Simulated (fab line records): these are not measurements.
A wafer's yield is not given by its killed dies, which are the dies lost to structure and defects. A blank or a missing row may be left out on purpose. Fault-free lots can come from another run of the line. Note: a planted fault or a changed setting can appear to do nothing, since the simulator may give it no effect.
A struck lot beside a sound one    flow nandHarc    14 steps out of a route of 1159
Sound: the wafers L794.2, L794.3, L794.4. Struck: wafer L803.2; the same lot's L803.6 was not struck, so it is left out; see the end for the cause.
At each step with rows: each side's tool, then ch and its chambers, then its first start. Under that, the readings that differ: sound wafers    struck wafers    difference of the means    sigmas: that difference in standard deviations of wafers without a fault.
alike: a reading whose means differ by less than 2 such deviations, as well as words and numbers matching on both sides. not compared: withheld readings; readings where some wafer has no value; bounds like >300 that might hide an equal value; numbers whose values overlap and for which the record gives no deviation.
Wherever a step has rows on one side only, a row that says differs or no value, or a row with sigmas, the two part there. Numbers that don't overlap but have no deviation are shown without sigmas and don't part them. A reading that every wafer of one side lacks parts them only if that side has two wafers or more.

NHARC_A_STAIRCASE_ETCH_223: etches the open film in C4F8/O2, target depth 100 nm, time 40.5 s.
  sound on rieDiel-07 ch 0,1,3; struck on rieDiel-06 ch 0
reading              sound     struck  difference  sigmas
rfHoursCounterH (h)  14 13 13  23      +10         
  alike: oesProductAu, rfVppV
NHARC_A_STAIRCASE_TRIM_224: chemistry O2, time 211.2 s.
  sound on rieDiel-07 ch 0,1,3; struck on rieDiel-06 ch 1
reading               sound                 struck  difference  sigmas
rfHoursCounterH (h)   13 14 14              21      +7          
throttleValvePct (%)  17.028 17.043 17.050  17.020  -0.020      -2
  alike: drypumpMotorCurrentA, oesProductAu, rfVppV, runLengthS, showerheadPlenumPTorr
NHARC_A_STAIRCASE_ETCH_225: etches the open film in C4F8/O2, target depth 100 nm, time 40.5 s.
  sound on rieDiel-07 ch 0,1,3; struck on rieDiel-06 ch 0
reading              sound     struck  difference  sigmas
rfHoursCounterH (h)  13 14 14  23      +9          
  alike: oesProductAu, rfVppV
NHARC_A_STAIRCASE_TRIM_226: chemistry O2, time 211.2 s.
  sound on rieDiel-07 ch 0,2,3; struck on rieDiel-06 ch 1
reading              sound     struck  difference  sigmas
rfHoursCounterH (h)  13 14 14  21      +7          
  alike: drypumpMotorCurrentA, oesProductAu, rfVppV, runLengthS, showerheadPlenumPTorr, throttleValvePct
then, 2 steps without rows for these wafers: NHARC_A_STAIRCASE_ETCH_227 (etches the open film in C4F8/O2, target depth 100 nm, time 40.5 s); NHARC_A_STAIRCASE_TRIM_229 (chemistry O2, time 211.2 s).
NHARC_A_STAIRCASE_ETCH_230: etches the open film in C4F8/O2, target depth 100 nm, time 40.5 s.
  sound on rieDiel-06 ch 0,1,2; struck on rieDiel-06 ch 2
reading              sound  struck  difference  sigmas
rfHoursCounterH (h)  6 6 4  20      +15         
  alike: oesProductAu, rfVppV
then, 4 steps without rows for these wafers: NHARC_A_STAIRCASE_TRIM_231 (chemistry O2, time 211.2 s); NHARC_A_STAIRCASE_ETCH_232 (etches the open film in C4F8/O2, target depth 100 nm, time 40.5 s); NHARC_A_STAIRCASE_TRIM_233 (chemistry O2, time 211.2 s); NHARC_A_STAIRCASE_ETCH_234 (etches the open film in C4F8/O2, target depth 100 nm, time 40.5 s).
NHARC_A_STAIRCASE_TRIM_235: chemistry O2, time 211.2 s.
  sound on rieDiel-06 ch 1,2,3, day 12 09:25; struck on rieDiel-06 ch 1, day 14 04:47
reading              sound                 struck  difference  sigmas
rfHoursCounterH (h)  4 6 6                 22      +17         
runLengthS (s)       232.76 232.19 232.38  162.01  -70.43      -99 or more
  alike: drypumpMotorCurrentA, oesProductAu, rfVppV, showerheadPlenumPTorr, throttleValvePct
then, 1 step without rows for these wafers: NHARC_A_STAIRCASE_ETCH_236 (etches the open film in C4F8/O2, target depth 100 nm, time 40.5 s).
-- record jumps: 8 days between struck wafers' starts before vs after; left off in module A_STAIRCASE, resumes in module END, first step shown is number 1159 of the route --
NHARC_END_SORT_01:
  at this point the record logs the struck wafers (prober-01 ch 0, day 21 23:32) and has no rows for the sound ones

== WHERE THEY PART ==
At NHARC_A_STAIRCASE_TRIM_224 first; at NHARC_END_SORT_01 last (within this record only).

WHY: the cause the simulator had injected
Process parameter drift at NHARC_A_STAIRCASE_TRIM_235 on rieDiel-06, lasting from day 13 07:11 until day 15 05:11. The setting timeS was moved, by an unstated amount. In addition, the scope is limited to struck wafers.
